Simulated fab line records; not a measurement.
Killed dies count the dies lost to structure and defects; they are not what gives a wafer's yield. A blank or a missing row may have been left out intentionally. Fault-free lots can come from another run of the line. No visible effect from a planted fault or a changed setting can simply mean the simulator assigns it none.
Split-lot study :: flow n5-finfet :: 7 lots, 21 wafers read, on a route of 1938 steps

THE SPLIT ITSELF
At N5_MOL_CONTACT_COAG_COAT_62 (time 60 s, resist thk 60 nm), the setting spin-rpm was moved away from the recipe's 1500 rpm on 6 of the 21 wafers read, by -7.7% to +6.1%. The other wafers ran this setting at the recipe's value.

FROM THE SPLIT TO THE READING: what the file shows between them, 9 steps
- N5_MOL_CONTACT_COAG_COAT_63: time 60 s, resist thk 10 nm
- N5_MOL_CONTACT_COAG_COAT_64: time 60 s, resist thk 10 nm
- N5_MOL_CONTACT_COAG_ALD_133: deposits SiO2, target thk 5 nm, pulse time 1 s, co reactant pulse time 1 s
- N5_MOL_CONTACT_COAG_ETCHBACK_134: etches SiO2 in CHF3, target depth 10 nm, time 6.7 s
- N5_MOL_CONTACT_COAG_ETCH_67: etches SOC in N2/H2, target depth 60 nm, overetch 21 nm, time 101.2 s
- N5_MOL_CONTACT_COAG_STRIP_68: strips in N2/H2
- N5_MOL_CONTACT_COAG_STRIP_69: strips in N2/H2
- N5_MOL_CONTACT_COAG_ETCHBACK_136: etches SiO2 in CHF3, target depth 25 nm, time 16.7 s
- N5_MOL_CONTACT_COAG_STRIP_120: strips in CHF3

THE READING
SOC_of_MOL_CONTACT_COAG_COAT_62.thk-nm (the simulator's own value, which no gauge read), in nm, at N5_MOL_CONTACT_COAG_VIA_ETCH_117 (etches SiO2 in C4F6/O2, target depth 40 nm, overetch 8 nm, time 26 s). No usual value for it is given in the file. Average 51.4 nm, standard deviation 0.2 nm, over the 15 wafers here run with the recipe.

wafer: L079.1
tool, chamber at the split: litho-track-03, 0
spin-rpm as run, rpm: 1500
against the recipe: recipe
SOC_of_MOL_CONTACT_COAG_COAT_62.thk-nm, nm: 51.4
against lot-mates on the recipe: -

wafer: L079.3
tool, chamber at the split: litho-track-03, 0
spin-rpm as run, rpm: 1586
against the recipe: +5.7%
SOC_of_MOL_CONTACT_COAG_COAT_62.thk-nm, nm: 50.8
against lot-mates on the recipe: -0.6

wafer: L079.4
tool, chamber at the split: litho-track-03, 0
spin-rpm as run, rpm: 1586
against the recipe: +5.7%
SOC_of_MOL_CONTACT_COAG_COAT_62.thk-nm, nm: 50
against lot-mates on the recipe: -1.4

wafer: L080.2
tool, chamber at the split: litho-track-02, 0
spin-rpm as run, rpm: 1385
against the recipe: -7.7%
SOC_of_MOL_CONTACT_COAG_COAT_62.thk-nm, nm: 53.8
against lot-mates on the recipe: +2.4

wafer: L080.4
tool, chamber at the split: litho-track-02, 0
spin-rpm as run, rpm: 1500
against the recipe: recipe
SOC_of_MOL_CONTACT_COAG_COAT_62.thk-nm, nm: 51.2
against lot-mates on the recipe: -

wafer: L080.5
tool, chamber at the split: litho-track-02, 0
spin-rpm as run, rpm: 1500
against the recipe: recipe
SOC_of_MOL_CONTACT_COAG_COAT_62.thk-nm, nm: 51.6
against lot-mates on the recipe: -

wafer: L082.1
tool, chamber at the split: litho-track-04, 0
spin-rpm as run, rpm: 1500
against the recipe: recipe
SOC_of_MOL_CONTACT_COAG_COAT_62.thk-nm, nm: 51.8
against lot-mates on the recipe: -

wafer: L082.5
tool, chamber at the split: litho-track-04, 0
spin-rpm as run, rpm: 1436
against the recipe: -4.3%
SOC_of_MOL_CONTACT_COAG_COAT_62.thk-nm, nm: 52.8
against lot-mates on the recipe: +1.0

wafer: L082.6
tool, chamber at the split: litho-track-04, 0
spin-rpm as run, rpm: 1436
against the recipe: -4.3%
SOC_of_MOL_CONTACT_COAG_COAT_62.thk-nm, nm: 52.8
against lot-mates on the recipe: +1.0

wafer: L083.1
tool, chamber at the split: litho-track-02, 0
spin-rpm as run, rpm: 1500
against the recipe: recipe
SOC_of_MOL_CONTACT_COAG_COAT_62.thk-nm, nm: 51.4
against lot-mates on the recipe: -

wafer: L083.3
tool, chamber at the split: litho-track-02, 0
spin-rpm as run, rpm: 1500
against the recipe: recipe
SOC_of_MOL_CONTACT_COAG_COAT_62.thk-nm, nm: 51
against lot-mates on the recipe: -

wafer: L083.5
tool, chamber at the split: litho-track-02, 0
spin-rpm as run, rpm: 1500
against the recipe: recipe
SOC_of_MOL_CONTACT_COAG_COAT_62.thk-nm, nm: 51.6
against lot-mates on the recipe: -

wafer: L092.2
tool, chamber at the split: litho-track-04, 0
spin-rpm as run, rpm: 1592
against the recipe: +6.1%
SOC_of_MOL_CONTACT_COAG_COAT_62.thk-nm, nm: 49.6
against lot-mates on the recipe: -1.9

wafer: L092.4
tool, chamber at the split: litho-track-04, 0
spin-rpm as run, rpm: 1500
against the recipe: recipe
SOC_of_MOL_CONTACT_COAG_COAT_62.thk-nm, nm: 51.6
against lot-mates on the recipe: -

wafer: L092.5
tool, chamber at the split: litho-track-04, 0
spin-rpm as run, rpm: 1500
against the recipe: recipe
SOC_of_MOL_CONTACT_COAG_COAT_62.thk-nm, nm: 51.4
against lot-mates on the recipe: -

wafer: L094.3
tool, chamber at the split: litho-track-02, 0
spin-rpm as run, rpm: 1500
against the recipe: recipe
SOC_of_MOL_CONTACT_COAG_COAT_62.thk-nm, nm: 51.4
against lot-mates on the recipe: -

wafer: L094.4
tool, chamber at the split: litho-track-02, 0
spin-rpm as run, rpm: 1500
against the recipe: recipe
SOC_of_MOL_CONTACT_COAG_COAT_62.thk-nm, nm: 51.4
against lot-mates on the recipe: -

wafer: L094.6
tool, chamber at the split: litho-track-02, 0
spin-rpm as run, rpm: 1500
against the recipe: recipe
SOC_of_MOL_CONTACT_COAG_COAT_62.thk-nm, nm: 51.2
against lot-mates on the recipe: -

wafer: L096.1
tool, chamber at the split: litho-track-02, 0
spin-rpm as run, rpm: 1500
against the recipe: recipe
SOC_of_MOL_CONTACT_COAG_COAT_62.thk-nm, nm: 51.2
against lot-mates on the recipe: -

wafer: L096.4
tool, chamber at the split: litho-track-02, 0
spin-rpm as run, rpm: 1500
against the recipe: recipe
SOC_of_MOL_CONTACT_COAG_COAT_62.thk-nm, nm: 51.6
against lot-mates on the recipe: -

wafer: L096.6
tool, chamber at the split: litho-track-02, 0
spin-rpm as run, rpm: 1500
against the recipe: recipe
SOC_of_MOL_CONTACT_COAG_COAT_62.thk-nm, nm: 51.4
against lot-mates on the recipe: -

FIT RESULTS
A straight line over all 21 wafers: SOC_of_MOL_CONTACT_COAG_COAT_62.thk-nm changes by -0.267 nm for each +1% of spin-rpm; r = -0.95; the points scatter about the line by 0.29 nm.
The same after taking each lot's own level away (the mean of its wafers on the recipe; 21 wafers): -0.252 nm for each +1%; r = -0.95; scatter 0.27 nm.
The reading moves by 1.9 nm for the largest change in spin-rpm, on that fit.
From 51.33 to 51.80 nm: that is the span of the lots' own levels, equal to 2.3 times the standard deviation above.
Consequently the slope shifts little with the lot-to-lot level, the two slopes agreeing.
Check: +1.75 nm against its lot-mates is what the line predicts for one of the wafers moved furthest among these (-7.7%) when that wafer is left out of the fit. Against them it came out at +2.4 nm.

THESE WAFERS: OTHER SPLITS
Other splits were also applied to these wafers ahead of the reading. Each is held against what the fit with the lots' levels taken away leaves over:
other split on the same wafers: N5_HKMG_FIN_DEVELOP_48 develop-time-s
wafers away from the commonest value: 6
r with SOC_of_MOL_CONTACT_COAG_COAT_62.thk-nm (lot level and that fit taken away): +0.16

other split on the same wafers: N5_MOL_CONTACT_COAG_COAT_58 spin-rpm
wafers away from the commonest value: 5
r with SOC_of_MOL_CONTACT_COAG_COAT_62.thk-nm (lot level and that fit taken away): -0.62

other split on the same wafers: N5_MOL_CONTACT_COAG_COAT_02 spin-rpm
wafers away from the commonest value: 5
r with SOC_of_MOL_CONTACT_COAG_COAT_62.thk-nm (lot level and that fit taken away): -0.20

other split on the same wafers: N5_MOL_CONTACT_COAG_VIA_ETCH_46 bias-w
wafers away from the commonest value: 4
r with SOC_of_MOL_CONTACT_COAG_COAT_62.thk-nm (lot level and that fit taken away): -0.05

THE WHOLE CHAIN: every reading that the file lists as answering this split, in the file's order
step: N5_MOL_CONTACT_COAG_COAT_62
what it does: time 60 s, resist thk 60 nm
reading: SOC_of_MOL_CONTACT_COAG_COAT_62.thk-nm (the simulator's own value, which no gauge read)
change (the file's fit): -0.29 nm for each +1% of the setting
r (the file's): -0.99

step: N5_MOL_CONTACT_COAG_ETCH_67
what it does: etches SOC in N2/H2, target depth 60 nm, overetch 21 nm, time 101.2 s
reading: etch.depth-nm (the simulator's own value, which no gauge read)
change (the file's fit): -0.294 nm for each +1% of the setting
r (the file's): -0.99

step: N5_MOL_CONTACT_COAG_VIA_ETCH_117
what it does: etches SiO2 in C4F6/O2, target depth 40 nm, overetch 8 nm, time 26 s
reading: SOC_of_MOL_CONTACT_COAG_COAT_62.thk-nm (the simulator's own value, which no gauge read)
change (the file's fit): -0.272 nm for each +1% of the setting
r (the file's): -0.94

THE FILE'S OWN FIT
SOC_of_MOL_CONTACT_COAG_COAT_62.thk-nm changes by -0.272 nm for each +1% of spin-rpm, r = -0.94.
